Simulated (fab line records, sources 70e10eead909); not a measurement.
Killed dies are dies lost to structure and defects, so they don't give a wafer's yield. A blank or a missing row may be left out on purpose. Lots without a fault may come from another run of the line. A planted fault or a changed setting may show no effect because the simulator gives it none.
fab line records | flow nand_harc
record lots=24 wafers=72 last_day=33
route steps=1302 shown A_STAIRCASE@682
lots that met no fault: from a run of the same line without faults
start_h: hours from the record's first day to the start of the lot's first wafer shown | wait_h: hours since the lot's step before | " the same as in the row above | L1.1+2: a row that stands for several wafers | - no value, or no start given | * or withheld: withheld | < > ~ a bound
route shown NAME@n: a module of which the file shows steps, and the number in the route of the first | usual: mean/standard deviation of fault-free wafers | same: alike in all rows | chamber/n: place in a boat | sites: the reading at each site | _std_site: their standard deviation | _edge_site: outer sites' mean less inner sites' | radius_mm: how far each site lies from the wafer's centre | mask NAME#n: copy n | behind: the tool/chamber that last shaped the wafer | hold: why the lot was held/for how many hours/how that ended | device: the transistor (n, p or np) that didn't switch | end of line: the same wafers' tests at the end of the route | a step without rows: its recipe alone | killed: dies lost to structure and defects at the first sort, not the wafer's yield | map: a wafer's dies, x killed, . not, _ none there
set.NAME: the setting as run; set.NAME@STEP: as run at that earlier step | model.NAME: the simulator's own value behind a step, which no gauge read
steps of the route over a sample of lots; a table a step, a row a wafer
services: from which hour (start_h, from the record's first day; less than 0 if before it) a tool's chamber was out of use, for how many hours, and why
## steps
# step NHARC_A_STAIRCASE_ETCH_25
# recipe target_depth_a=1000 time_s=40.5 ion_energy_ev=400 c4f8_flow_sccm=20 o2_flow_sccm=10 ar_flow_sccm=withheld rf_w=600 bias_w=1000 chemistry=C4F8/O2
# usual oes_product_au=0.942/0.011 rf_vpp_V=895/3.7
# columns lot.wafer tool chamber start_h wait_h oes_product_au rf_hours_counter_h rf_vpp_V
L074.3 rie_diel-02 0 - - 0.937 34 898
L074.1 " 2 " " 0.934 39 897
L074.4 " 3 " " 0.948 29 894
L075.1 rie_diel-11 1 - - 0.945 31 897
L075.3 " 0 " " 0.939 33 894
L075.5 " 1 " " 0.954 - 898
L077.3 rie_diel-13 1 - - 0.951 8 891
L077.1 " 2 " " 0.964 8 895
L077.2 " 3 " " 0.958 8 898
L076.2 rie_diel-11 1 - - 0.950 40 897
L076.4 " 3 " " 0.958 40 888
L076.5 " 0 " " 0.944 - 891
L078.4 rie_diel-13 2 - - 0.950 14 896
L078.5 " 3 " " 0.953 - 899
L078.6 " 0 " " 0.926 - 902
L079.4 rie_diel-02 0 - - 0.945 1 897
L079.1 " 1 " " 0.940 1 899
L079.6 " 3 " " 0.954 - 895
L080.4 rie_diel-02 2 - - 0.950 4 896
L080.1 " 3 " " 0.945 4 894
L080.5 " 3 " " 0.958 - 894
L081.4 rie_diel-13 0 - - 0.939 12 901
L081.3 " 2 " " 0.963 23 896
L081.5 " 0 " " 0.937 - 901
L082.4 rie_diel-13 3 - - 0.924 22 898
L082.6 " 1 " " 0.916 - 890
L082.5 " 2 " " 0.944 - 896
L083.3 rie_diel-02 2 - - 0.936 10 895
L083.6 " 3 " " 0.943 - 894
L083.5 " 0 " " 0.937 - 897
L084.4 rie_diel-13 1 - - 0.947 39 890
L084.3 " 3 " " 0.930 30 897
L084.6 " 0 " " 0.933 - 901
L085.1 rie_diel-02 0 - - 0.947 23 898
L085.5 " 2 " " 0.941 - 895
L085.6 " 3 " " 0.946 - 893
L086.4 rie_diel-02 1 - - 0.949 22 898
L086.1 " 3 " " 0.942 25 894
L086.5 " 1 " " 0.953 - 899
L087.3 rie_diel-11 0 - - 0.922 16 890
L087.2 " 2 " " 0.946 20 898
L087.5 " 0 " " 0.920 - 892
L088.1 rie_diel-11 3 - - 0.934 23 886
L088.3 " 0 " " 0.945 26 890
L088.4 " 2 " " 0.939 27 899
L089.1 rie_diel-02 3 - - 0.944 36 895
L089.2 " 0 " " 0.945 35 898
L089.6 " 1 " " 0.936 - 895
L091.1 rie_diel-02 3 - - 0.935 39 891
L091.4 " 0 " " 0.929 38 897
L091.3 " 1 " " 0.933 36 897
L090.2 rie_diel-13 3 - - 0.952 46 897
L090.4 " 1 " " 0.948 55 890
L090.5 " 2 " " 0.958 - 894
L092.1 rie_diel-02 2 - - 0.938 47 893
L092.4 " 0 " " 0.943 47 896
L092.6 " 1 " " 0.931 - 900
L094.3 rie_diel-13 2 - - 0.937 6 894
L094.5 " 0 " " 0.919 - 902
L094.4 " 2 " " 0.932 - 894
L093.2 rie_diel-02 2 - - 0.932 50 894
L093.6 " 1 " " 0.929 - 898
L093.4 " 2 " " 0.930 - 892
L095.2 rie_diel-13 2 - - 0.947 13 893
L095.4 " 2 " " 0.956 - 895
L095.6 " 0 " " 0.925 - 901
L096.1 rie_diel-13 0 - - 0.929 17 902
L096.3 " 1 " " 0.943 19 888
L096.6 " 2 " " 0.946 - 894
L097.1 rie_diel-13 2 - - 0.945 25 894
L097.4 " 1 " " 0.943 - 889
L097.5 " 0 " " 0.931 - 900
# step NHARC_A_STAIRCASE_ETCH_199
# recipe target_depth_a=1000 time_s=40.5 ion_energy_ev=400 c4f8_flow_sccm=20 o2_flow_sccm=10 ar_flow_sccm=withheld rf_w=600 bias_w=1000 chemistry=C4F8/O2
# usual oes_product_au=0.946/0.014 rf_vpp_V=895/3.6
# columns lot.wafer tool chamber start_h wait_h oes_product_au rf_hours_counter_h rf_vpp_V
L074.1 rie_diel-13 3 - - 0.942 0 898
L074.3 " 1 " " 0.944 0 891
L074.4 " 1 " " 0.937 - 889
L075.3 rie_diel-13 2 - - 0.956 5 896
L075.1 " 3 " " 0.949 5 899
L075.5 " 3 " " 0.948 - 897
L077.3 rie_diel-11 3 - - 0.945 41 889
L077.1 " 0 " " 0.921 43 892
L077.2 " 1 " " 0.940 41 898
L076.4 rie_diel-11 1 - - 0.945 41 896
L076.2 " 3 " " 0.950 41 889
L076.5 " 1 " " 0.943 - 897
L078.4 rie_diel-02 1 - - 0.952 1 900
L078.6 " 2 " " 0.941 - 896
L078.5 " 3 " " 0.937 - 893
L079.1 rie_diel-13 2 - - 0.964 20 895
L079.4 " 3 " " 0.945 15 898
L079.6 " 1 " " 0.950 - 888
L080.1 rie_diel-13 2 - - 0.964 25 895
L080.4 " 1 " " 0.942 26 890
L080.5 " 2 " " 0.955 - 895
L081.4 rie_diel-02 1 - - 0.924 6 898
L081.3 " 2 " " 0.940 6 894
L081.5 " 0 " " 0.948 - 897
L083.3 rie_diel-13 1 - - 0.940 32 890
L083.5 " 1 " " 0.940 - 891
L083.6 " 2 " " 0.978 - 896
L082.4 rie_diel-02 0 - - 0.957 14 897
L082.6 " 0 " " 0.945 - 897
L082.5 " 1 " " 0.928 - 899
L084.3 rie_diel-13 2 - - 0.976 37 895
L084.4 " 0 " " 0.936 27 902
L084.6 " 2 " " 0.982 - 895
L085.1 rie_diel-13 3 - - 0.946 33 897
L085.5 " 1 " " 0.933 - 891
L085.6 " 2 " " 0.955 - 893
L086.4 rie_diel-13 3 - - 0.952 36 898
L086.1 " 0 " " 0.933 28 901
L086.5 " 2 " " 0.962 - 893
L087.3 rie_diel-13 3 - - 0.956 38 898
L087.2 " 0 " " 0.946 31 901
L087.5 " 2 " " 0.962 - 894
L088.3 rie_diel-13 1 - - 0.948 53 889
L088.1 " 2 " " 0.961 51 895
L088.4 " 3 " " 0.961 44 897
L089.1 rie_diel-11 0 - - 0.922 27 891
L089.2 " 2 " " 0.951 28 899
L089.6 " 1 " " 0.955 - 897
L091.1 rie_diel-11 0 - - 0.924 30 891
L091.3 " 1 " " 0.953 33 895
L091.4 " 2 " " 0.945 33 897
L090.2 rie_diel-02 1 - - 0.943 38 898
L090.4 " 2 " " 0.938 38 893
L090.5 " 1 " " 0.941 - 899
L092.1 rie_diel-13 0 - - 0.935 5 901
L092.4 " 0 " " 0.926 - 900
L092.6 " 1 " " 0.941 - 890
L094.3 rie_diel-02 1 - - 0.956 53 897
L094.4 " 2 " " 0.941 - 895
L094.5 " 0 " " 0.956 - 896
L093.4 rie_diel-11 0 - - 0.917 42 891
L093.2 " 2 " " 0.955 44 898
L093.6 " 0 " " 0.922 - 892
L095.2 rie_diel-13 2 - - 0.943 15 896
L095.4 " 1 " " 0.946 - 890
L095.6 " 0 " " 0.937 - 899
L096.3 rie_diel-11 1 - - 0.920 56 897
L096.1 " 0 " " 0.918 51 892
L096.6 " 1 " " 0.931 - 895
L097.1 rie_diel-02 3 - - 0.958 5 894
L097.4 " 0 " " 0.955 7 897
L097.5 " 1 " " 0.951 - 896
# step NHARC_A_STAIRCASE_TRIM_202
# recipe time_s=211.2 o2_flow_sccm=500 ar_flow_sccm=0 bias_w=0 chemistry=O2
# usual drypump_motor_current_A=5.7/0.5 oes_product_au=0.998/0.011 rf_vpp_V=57.6/0.98 showerhead_plenum_p_Torr=3.50/0.1 throttle_valve_pct=17.037/0.0093
# columns lot.wafer tool chamber start_h wait_h drypump_motor_current_A oes_product_au rf_hours_counter_h rf_vpp_V showerhead_plenum_p_Torr throttle_valve_pct
L074.1 rie_diel-13 2 - - 5.0 1.016 0 58.7 3.52 17.048
L074.3 " 3 " " 6.3 0.999 0 56.7 3.59 17.017
L074.4 " 3 " " 6.3 0.998 - 56.7 3.59 17.036
L075.1 rie_diel-13 2 - - 5.0 1.004 5 57.3 3.51 17.042
L075.3 " 1 " " 5.6 0.989 5 58.6 3.38 17.034
L075.5 " 3 " " 6.4 0.995 - 58.2 3.59 17.034
L077.3 rie_diel-11 1 - - 5.7 1.001 42 57.1 3.55 17.046
L077.1 " 2 " " 5.6 1.009 40 58.0 3.60 17.054
L077.2 " 0 " " 6.5 0.988 43 56.2 3.42 17.040
L076.4 rie_diel-11 1 - - 5.7 1.003 42 58.1 3.55 17.030
L076.2 " 2 " " 5.6 1.012 40 58.0 3.60 17.043
L076.5 " 0 " " 6.5 0.999 - 57.7 3.42 17.036
L078.4 rie_diel-02 2 - - 6.3 1.006 1 56.8 3.48 17.039
L078.5 " 3 " " 5.2 1.003 - 56.3 3.46 17.042
L078.6 " 0 " " 5.1 0.993 - 59.3 3.56 17.045
L079.4 rie_diel-13 0 - - 5.6 0.992 9 57.0 3.68 17.052
L079.1 " 3 " " 6.3 1.011 15 57.0 3.58 17.030
L079.6 " 0 " " 5.6 0.992 - 56.3 3.68 17.030
L080.1 rie_diel-13 0 - - 5.6 1.002 14 57.1 3.68 17.035
L080.4 " 1 " " 5.6 0.987 26 59.8 3.37 17.036
L080.5 " 3 " " 6.3 1.008 - 56.8 3.58 17.031
L081.4 rie_diel-02 0 - - 5.1 0.994 10 57.7 3.56 17.044
L081.3 " 1 " " 6.3 0.990 8 58.1 3.60 17.032
L081.5 " 0 " " 5.1 0.989 - 57.6 3.56 17.034
L083.3 rie_diel-13 1 - - 5.6 0.988 32 57.3 3.36 17.043
L083.5 " 2 " " 5.0 1.021 - 59.1 3.50 17.037
L083.6 " 3 " " 6.3 0.991 - 56.9 3.58 17.044
L082.4 rie_diel-02 3 - - 5.2 0.990 14 58.6 3.46 17.044
L082.5 " 3 " " 5.2 0.994 - 58.2 3.46 17.026
L082.6 " 0 " " 5.1 0.995 - 57.4 3.55 17.032
L084.3 rie_diel-13 2 - - 5.0 1.011 37 57.1 3.50 17.045
L084.4 " 0 " " 5.6 1.001 28 58.9 3.67 17.021
L084.6 " 2 " " 5.0 1.023 - 57.9 3.50 17.029
L085.1 rie_diel-13 2 - - 5.0 1.020 40 57.6 3.49 17.040
L085.6 " 3 " " 6.3 0.986 - 57.2 3.57 17.035
L085.5 " 1 " " 5.6 0.985 - 57.8 3.36 17.036
L086.1 rie_diel-13 1 - - 5.6 0.989 45 55.4 3.36 17.018
L086.4 " 2 " " 5.0 1.021 43 56.6 3.49 17.036
L086.5 " 1 " " 5.6 0.991 - 55.9 3.36 17.048
L087.2 rie_diel-13 3 - - 6.3 0.992 38 58.4 3.57 17.050
L087.3 " 0 " " 5.6 0.999 32 55.5 3.67 17.034
L087.5 " 3 " " 6.4 1.004 - 57.6 3.57 17.045
L088.3 rie_diel-13 0 - - 5.6 1.003 36 57.6 3.66 17.039
L088.1 " 1 " " 5.6 0.992 53 55.5 3.35 17.054
L088.4 " 2 " " 5.0 1.022 51 56.9 3.49 17.022
L089.2 rie_diel-11 0 - - 6.5 0.986 27 56.2 3.39 17.048
L089.1 " 1 " " 5.7 1.014 30 57.3 3.53 17.057
L089.6 " 2 " " 5.6 1.004 - 57.5 3.58 17.026
L091.1 rie_diel-11 2 - - 5.6 0.980 33 59.1 3.57 17.028
L091.4 " 3 " " 6.1 0.992 30 57.1 3.30 17.034
L091.3 " 1 " " 5.7 0.986 34 56.7 3.53 17.030
L090.2 rie_diel-02 2 - - 6.4 1.002 38 57.5 3.47 17.049
L090.4 " 0 " " 5.1 0.996 40 58.1 3.54 17.042
L090.5 " 2 " " 6.3 0.994 - 57.5 3.47 17.033
L092.1 rie_diel-13 0 - - 5.6 0.984 5 57.3 3.66 17.045
L092.6 " 0 " " 5.6 0.986 - 57.6 3.66 17.024
L092.4 " 2 " " 5.0 1.008 - 56.7 3.48 17.041
L094.3 rie_diel-02 0 - - 5.1 0.995 54 55.0 3.53 17.041
L094.5 " 1 " " 6.3 0.992 - 58.4 3.58 17.048
L094.4 " 0 " " 5.1 1.013 - 57.1 3.53 17.042
L093.2 rie_diel-11 1 - - 5.7 0.993 44 59.3 3.52 17.046
L093.4 " 3 " " 6.1 0.985 41 57.6 3.29 17.048
L093.6 " 1 " " 5.7 1.002 - 56.6 3.52 17.042
L095.2 rie_diel-13 2 - - 5.0 1.012 15 57.8 3.48 17.032
L095.6 " 1 " " 5.6 0.987 - 56.1 3.34 17.033
L095.4 " 2 " " 5.0 1.005 - 58.7 3.48 17.034
L096.3 rie_diel-11 2 - - 5.6 1.000 57 57.3 3.56 17.028
L096.1 " 1 " " 5.7 1.000 56 58.5 3.52 17.047
L096.6 " 3 " " 6.1 1.001 - 56.1 3.29 17.036
L097.4 rie_diel-02 2 - - 6.4 1.008 5 55.4 3.45 17.032
L097.1 " 0 " " 5.1 1.019 7 57.0 3.53 17.036
L097.5 " 2 " " 6.3 1.009 - 57.1 3.45 17.042
# step NHARC_A_STAIRCASE_TRIM_220
# recipe time_s=211.2 o2_flow_sccm=500 ar_flow_sccm=0 bias_w=0 chemistry=O2
# usual drypump_motor_current_A=5.7/0.52 oes_product_au=0.998/0.0099 rf_vpp_V=57.7/0.83 showerhead_plenum_p_Torr=3.51/0.096 throttle_valve_pct=17.035/0.0092
# columns lot.wafer tool chamber start_h wait_h drypump_motor_current_A oes_product_au rf_hours_counter_h rf_vpp_V showerhead_plenum_p_Torr throttle_valve_pct
L074.1 rie_diel-11 0 358.42 0.1 6.5 1.004 32 56.5 3.43 17.034
L074.4 " 1 " " 5.7 0.996 30 58.1 3.56 17.026
L074.3 " 2 " " 5.6 1.013 29 57.8 3.61 17.050
L075.1 rie_diel-13 3 372.90 0.1 6.4 1.005 5 58.0 3.59 17.033
L075.3 " 2 " " 4.9 1.012 5 56.4 3.51 17.034
L075.5 " 3 " " 6.3 1.006 - 58.0 3.59 17.036
L077.2 rie_diel-13 3 391.22 0.1 6.3 1.000 12 58.7 3.58 17.024
L077.1 " 0 " " 5.6 0.997 1 57.7 3.68 17.033
L077.3 " 1 " " 5.6 0.995 12 57.9 3.37 17.022
L076.2 rie_diel-13 2 391.64 0.2 5.0 1.002 12 56.8 3.51 17.032
L076.4 " 0 " " 5.6 0.997 2 59.1 3.68 17.027
L076.5 " 2 " " 5.0 1.002 - 58.7 3.51 17.026
L078.4 rie_diel-11 2 406.68 0.1 5.6 1.008 - 59.1 3.60 17.049
L078.5 " 2 " " 5.5 1.000 - 57.1 3.60 17.036
L078.6 " 0 " " 6.5 1.004 - 58.3 3.42 17.031
L079.1 rie_diel-11 2 413.16 0.1 5.6 1.000 48 57.3 3.60 17.028
L079.4 " 2 " " 5.6 1.005 - 58.1 3.60 17.038
L079.6 " 0 " " 6.5 1.000 - 58.7 3.41 17.035
L080.1 rie_diel-13 0 427.22 0.1 5.6 0.986 14 57.9 3.68 17.030
L080.4 " 2 " " 5.0 1.006 25 57.3 3.50 17.035
L080.5 " 3 " " 6.3 1.000 - 58.7 3.58 17.044
L081.3 rie_diel-02 0 428.48 0.1 5.1 0.992 10 57.2 3.56 17.035
L081.4 " 1 " " 6.4 0.988 8 57.3 3.60 17.041
L081.5 " 3 " " 5.2 1.006 - 57.6 3.46 17.028
L083.3 rie_diel-11 2 442.37 0.1 5.6 0.993 0 58.0 3.59 17.033
L083.6 " 0 " " 6.5 0.983 - 58.6 3.41 17.040
L083.5 " 1 " " 5.7 0.993 - 57.4 3.55 17.052
L082.4 rie_diel-02 1 442.92 0.1 6.3 0.996 12 57.7 3.60 17.035
L082.5 " 0 " " 5.1 1.003 - 56.9 3.55 17.039
L082.6 " 1 " " 6.3 1.000 - 57.9 3.60 17.033
L084.3 rie_diel-11 0 462.34 0.1 6.5 0.984 8 58.3 3.40 17.037
L084.4 " 2 " " 5.6 0.996 10 58.2 3.58 17.035
L084.6 " 0 " " 6.5 0.978 - 56.4 3.41 17.041
L085.1 rie_diel-13 1 469.37 0.1 5.6 0.989 43 58.3 3.36 17.041
L085.5 " 1 " " 5.6 0.993 - 57.3 3.36 17.049
L085.6 " 2 " " 5.0 1.026 - 58.0 3.49 17.055
L086.1 rie_diel-02 2 483.61 0.1 6.4 0.992 24 56.8 3.47 17.020
L086.4 " 3 " " 5.2 0.988 27 57.6 3.45 17.045
L086.5 " 3 " " 5.2 0.990 - 57.4 3.45 17.034
L087.3 rie_diel-11 2 496.69 0.1 5.6 1.006 22 56.8 3.58 17.029
L087.2 " 3 " " 6.1 1.008 18 57.4 3.31 17.048
L087.5 " 3 " " 6.1 1.008 - 57.6 3.31 17.022
L088.3 rie_diel-02 1 515.11 0.1 6.3 1.003 35 58.4 3.59 17.036
L088.1 " 0 " " 5.1 1.004 36 57.8 3.54 17.039
L088.4 " 3 " " 5.2 1.001 - 56.6 3.45 17.040
L089.1 rie_diel-13 2 516.08 0.1 5.0 1.022 51 56.6 3.49 17.031
L089.2 " 0 " " 5.6 1.006 37 58.1 3.66 17.022
L089.6 " 1 " " 5.6 1.010 - 57.3 3.35 17.026
L091.1 rie_diel-02 3 526.81 0.1 5.2 1.002 41 56.7 3.44 17.031
L091.3 " 1 " " 6.3 1.016 38 58.1 3.58 17.030
L091.4 " 2 " " 6.3 1.007 38 58.1 3.47 17.023
L090.4 rie_diel-11 1 527.68 0.1 5.7 0.993 35 58.7 3.53 17.032
L090.2 " 3 " " 6.1 1.001 31 58.3 3.30 17.031
L090.5 " 0 " " 6.5 0.974 - 56.4 3.39 17.042
L092.1 rie_diel-02 2 553.63 0.1 6.4 0.981 49 57.2 3.46 17.038
L092.6 " 1 " " 6.4 0.990 - 58.3 3.58 17.007
L092.4 " 2 " " 6.4 0.989 - 56.5 3.46 17.037
L094.3 rie_diel-13 1 561.21 0.1 5.6 1.003 7 57.6 3.35 17.057
L094.4 " 0 " " 5.6 0.980 - 57.2 3.66 17.040
L094.5 " 1 " " 5.6 0.984 - 56.2 3.35 17.033
L093.2 rie_diel-02 0 561.37 0.1 5.2 0.997 54 57.8 3.53 17.047
L093.4 " 2 " " 6.3 0.990 52 56.2 3.46 17.035
L093.6 " 0 " " 5.1 1.000 - 57.7 3.53 17.040
L095.2 rie_diel-02 0 579.97 0.1 5.1 0.994 0 57.2 3.53 17.038
L095.4 " 1 " " 6.4 1.000 0 58.6 3.57 17.045
L095.6 " 0 " " 5.1 1.008 - 57.2 3.53 17.029
L096.3 rie_diel-13 0 593.91 0.1 5.6 0.989 22 59.0 3.65 17.020
L096.1 " 2 " " 5.0 0.997 25 56.1 3.47 17.048
L096.6 " 0 " " 5.6 0.989 - 58.3 3.65 17.022
L097.1 rie_diel-13 1 599.02 0.1 5.6 0.986 26 58.1 3.34 17.035
L097.5 " 2 " " 5.0 1.003 - 56.5 3.47 17.023
L097.4 " 0 " " 5.6 0.981 - 58.1 3.65 17.025
# step NHARC_A_STAIRCASE_ETCH_227
# recipe target_depth_a=1000 time_s=40.5 ion_energy_ev=400 c4f8_flow_sccm=20 o2_flow_sccm=10 ar_flow_sccm=withheld rf_w=600 bias_w=1000 chemistry=C4F8/O2
# usual oes_product_au=0.941/0.01 rf_vpp_V=895/3.6
# columns lot.wafer tool chamber start_h wait_h oes_product_au rf_hours_counter_h rf_vpp_V
L074.3 rie_diel-11 0 - - 0.942 32 892
L074.1 " 1 " " 0.944 30 897
L074.4 " 2 " " 0.944 30 899
L075.1 rie_diel-13 1 - - 0.921 6 889
L075.3 " 0 " " 0.940 0 901
L075.5 " 2 " " 0.958 - 895
L077.3 rie_diel-13 2 - - 0.936 13 895
L077.2 " 3 " " 0.943 13 898
L077.1 " 1 " " 0.928 13 889
L076.4 rie_diel-13 2 - - 0.935 13 894
L076.2 " 1 " " 0.935 13 891
L076.5 " 2 " " 0.938 - 895
L078.4 rie_diel-11 2 - - 0.943 - 897
L078.5 " 0 " " 0.933 - 892
L078.6 " 2 " " 0.929 - 900
L079.1 rie_diel-11 2 - - 0.933 49 897
L079.4 " 0 " " 0.938 - 892
L079.6 " 2 " " 0.940 - 899
L080.1 rie_diel-13 2 - - 0.942 25 895
L080.4 " 3 " " 0.940 19 899
L080.5 " 0 " " 0.948 - 901
L081.4 rie_diel-02 1 - - 0.923 8 898
L081.3 " 0 " " 0.932 11 898
L081.5 " 2 " " 0.932 - 894
L083.3 rie_diel-11 2 - - 0.946 1 898
L083.6 " 1 " " 0.925 - 897
L083.5 " 0 " " 0.933 - 891
L082.4 rie_diel-02 3 - - 0.946 14 895
L082.5 " 2 " " 0.951 - 895
L082.6 " 3 " " 0.952 - 893
L084.3 rie_diel-11 0 - - 0.933 8 891
L084.4 " 2 " " 0.947 10 897
L084.6 " 3 " " 0.945 - 888
L085.1 rie_diel-13 3 - - 0.941 34 897
L085.6 " 2 " " 0.971 - 896
L085.5 " 3 " " 0.946 - 897
L086.4 rie_diel-02 2 - - 0.944 25 894
L086.1 " 3 " " 0.945 28 893
L086.5 " 2 " " 0.951 - 895
L087.3 rie_diel-11 1 - - 0.949 24 895
L087.2 " 3 " " 0.938 19 888
L087.5 " 1 " " 0.943 - 895
L088.3 rie_diel-02 0 - - 0.932 36 897
L088.1 " 1 " " 0.943 35 899
L088.4 " 2 " " 0.967 34 893
L089.1 rie_diel-13 0 - - 0.942 37 902
L089.2 " 2 " " 0.965 52 893
L089.6 " 0 " " 0.944 - 900
L090.4 rie_diel-11 2 - - 0.933 35 897
L090.2 " 0 " " 0.912 32 890
L090.5 " 2 " " 0.947 - 897
L091.4 rie_diel-02 1 - - 0.949 40 898
L091.3 " 3 " " 0.934 42 893
L091.1 " 0 " " 0.946 42 897
L092.1 rie_diel-02 1 - - 0.942 51 898
L092.4 " 1 " " 0.939 - 897
L092.6 " 0 " " 0.949 - 896
L094.3 rie_diel-13 0 - - 0.925 9 901
L094.5 " 2 " " 0.945 - 895
L094.4 " 0 " " 0.931 - 901
L093.2 rie_diel-02 3 - - 0.936 51 893
L093.4 " 0 " " 0.939 55 897
L093.6 " 2 " " 0.954 - 892
L095.2 rie_diel-02 3 - - 0.947 1 893
L095.4 " 0 " " 0.946 1 896
L095.6 " 0 " " 0.949 - 897
L096.1 rie_diel-13 1 - - 0.938 25 887
L096.3 " 2 " " 0.945 25 894
L096.6 " 2 " " 0.944 - 896
L097.1 rie_diel-13 2 - - 0.945 27 894
L097.5 " 2 " " 0.949 - 894
L097.4 " 1 " " 0.932 - 890
# step NHARC_A_STAIRCASE_ETCH_234
# recipe target_depth_a=1000 time_s=40.5 ion_energy_ev=400 c4f8_flow_sccm=20 o2_flow_sccm=10 ar_flow_sccm=withheld rf_w=600 bias_w=1000 chemistry=C4F8/O2
# usual oes_product_au=0.941/0.012 rf_vpp_V=894/4.1
# columns lot.wafer tool chamber start_h wait_h oes_product_au rf_hours_counter_h rf_vpp_V
L074.1 rie_diel-13 3 - - 0.948 2 899
L074.3 " 2 " " 0.961 2 897
L074.4 " 3 " " 0.949 - 898
L075.1 rie_diel-11 3 - - 0.951 36 888
L075.3 " 2 " " 0.948 34 898
L075.5 " 0 " " 0.938 - 892
L077.2 rie_diel-11 2 - - 0.974 41 899
L077.1 " 3 " " 0.978 43 887
L077.3 " 0 " " 0.947 45 892
L076.4 rie_diel-13 1 - - 0.938 14 890
L076.2 " 0 " " 0.942 2 901
L076.5 " 1 " " 0.944 - 891
L078.6 rie_diel-13 0 - - 0.944 - 902
L078.5 " 1 " " 0.943 - 890
L078.4 " 2 " " 0.954 - 895
L079.1 rie_diel-11 0 - - 0.942 54 892
L079.4 " 0 " " 0.937 - 891
L079.6 " 2 " " 0.947 - 898
L080.4 rie_diel-13 3 - - 0.936 20 899
L080.1 " 0 " " 0.934 15 901
L080.5 " 2 " " 0.952 - 896
L081.4 rie_diel-11 2 - - 0.935 - 900
L081.3 " 0 " " 0.931 - 891
L081.5 " 0 " " 0.929 - 891
L083.3 rie_diel-11 2 - - 0.945 1 899
L083.6 " 0 " " 0.930 - 893
L083.5 " 1 " " 0.933 - 897
L082.4 rie_diel-02 3 - - 0.946 14 894
L082.6 " 3 " " 0.936 - 894
L082.5 " 0 " " 0.940 - 896
L084.3 rie_diel-13 1 - - 0.931 42 889
L084.4 " 2 " " 0.972 - 894
L084.6 " 3 " " 0.947 - 897
L085.1 rie_diel-13 2 - - 0.956 41 896
L085.5 " 1 " " 0.934 - 890
L085.6 " 3 " " 0.944 - 897
L086.4 rie_diel-11 3 - - 0.935 14 889
L086.1 " 1 " " 0.935 21 896
L086.5 " 3 " " 0.942 - 888
L087.2 rie_diel-13 2 - - 0.948 46 895
L087.3 " 0 " " 0.957 33 900
L087.5 " 3 " " 0.929 - 896
L088.1 rie_diel-02 0 - - 0.949 37 897
L088.3 " 1 " " 0.949 35 897
L088.4 " 3 " " 0.939 37 894
L089.2 rie_diel-13 1 - - 0.927 54 889
L089.1 " 2 " " 0.953 52 895
L089.6 " 3 " " 0.941 - 897
L090.4 rie_diel-11 3 - - 0.948 31 887
L090.2 " 1 " " 0.929 36 897
L090.5 " 0 " " 0.919 - 891
L091.3 rie_diel-02 2 - - 0.953 39 893
L091.1 " 3 " " 0.939 42 893
L091.4 " 0 " " 0.940 43 896
L092.1 rie_diel-13 1 - - 0.944 6 888
L092.4 " 0 " " 0.925 - 901
L092.6 " 1 " " 0.946 - 889
L094.3 rie_diel-11 1 - - 0.944 45 896
L094.4 " 0 " " 0.926 - 892
L094.5 " 3 " " 0.947 - 887
L093.2 rie_diel-13 1 - - 0.950 8 888
L093.6 " 2 " " 0.933 - 894
L093.4 " 0 " " 0.927 - 900
L095.2 rie_diel-11 1 - - 0.931 53 895
L095.4 " 2 " " 0.934 53 898
L095.6 " 0 " " 0.912 - 890
L096.1 rie_diel-13 1 - - 0.941 25 889
L096.3 " 2 " " 0.951 26 893
L096.6 " 0 " " 0.930 - 900
L097.1 rie_diel-13 1 - - 0.936 27 890
L097.5 " 2 " " 0.943 - 894
L097.4 " 0 " " 0.933 - 899
## services
# columns tool chamber start_h hours kind
rie_diel-13 0 323.03 - clean
rie_diel-13 1 323.03 - clean
rie_diel-13 2 323.03 - clean
rie_diel-13 3 323.03 - clean
rie_diel-13 3 333.58 4.0 repair
rie_diel-13 2 335.48 6.1 repair
rie_diel-13 0 340.89 31.2 repair
rie_diel-13 - 345.91 9.0 pm
rie_diel-13 1 345.91 9.0 vent_cycle
rie_diel-13 2 345.91 9.0 vent_cycle
rie_diel-13 3 345.91 9.0 vent_cycle
rie_diel-13 1 354.91 - clean
rie_diel-13 2 354.91 - clean
rie_diel-13 0 377.43 11.2 repair
rie_diel-02 - 393.87 9.0 pm
rie_diel-11 1 399.63 34.1 repair
rie_diel-11 3 405.17 43.9 repair
rie_diel-11 - 432.79 9.0 pm
rie_diel-11 0 469.56 11.5 repair
rie_diel-02 3 511.41 3.6 repair
rie_diel-13 - 522.91 9.0 pm
rie_diel-13 3 546.24 106.8 repair
rie_diel-13 0 566.03 6.0 repair
rie_diel-02 - 570.87 9.0 pm
## key
fault none
